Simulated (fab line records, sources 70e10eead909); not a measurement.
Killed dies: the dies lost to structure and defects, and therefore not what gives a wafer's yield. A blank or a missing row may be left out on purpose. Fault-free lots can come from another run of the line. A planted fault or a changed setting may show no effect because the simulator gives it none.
Matching of chambers + flow nand_harc + 4 sister chambers for NHARC_P_BONDPAD_DESCUM_11 on rie_diel-01
The step chemistry O2, time 3 s. 4 wafers are shown with their chamber, then 10 later ones without.

EACH WAFER AND ITS CHAMBER
| wafer  | chamber | drypump_motor_current_A (A) |
|--------|---------|-----------------------------|
| L082.5 | 2       | 5.8                         |
| L083.2 | 1       | 5.1                         |
| L085.4 | 0       | 5.2                         |
| L085.5 | 3       | 6.1                         |

WAFERS WITH NO CHAMBER GIVEN
| wafer  | drypump_motor_current_A (A) |
|--------|-----------------------------|
| L085.6 | 5.9                         |
| L087.2 | 6.1                         |
| L087.3 | 5.2                         |
| L087.6 | 6.1                         |
| L090.2 | 6.1                         |
| L090.3 | 5.2                         |
| L090.6 | 5.2                         |
| L091.1 | 5.2                         |
| L091.4 | 5.2                         |
| L091.6 | 5.2                         |

WHICH CHAMBER EACH WENT THROUGH
| wafer  | from the rows above | in truth |
|--------|---------------------|----------|
| L085.6 | 2                   | 2        |
| L087.2 | 3                   | 3        |
| L087.3 | 0                   | 0        |
| L087.6 | 3                   | 3        |
| L090.2 | 3                   | 3        |
| L090.3 | 0                   | 0        |
| L090.6 | 0                   | 0        |
| L091.1 | 0                   | 0        |
| L091.4 | 0                   | 0        |
| L091.6 | 0                   | 0        |
Placed correctly: 10 of 10. From these rows, 0 cannot be placed. Wrongly placed: 0.
How it was worked out, from the rows above alone: a wafer's distance from a chamber is the root of the sum, over the readings, of the square of ((its reading less the chamber's mean) divided by the reading's scatter). The wafer belongs to the nearest chamber; if the next one is less than 2 further off, it can't be placed. Each chamber's mean is taken over the wafers shown for it. The scatter: root of mean squared gap, hidden wafer to nearest shown wafer, with one shown wafer a chamber.
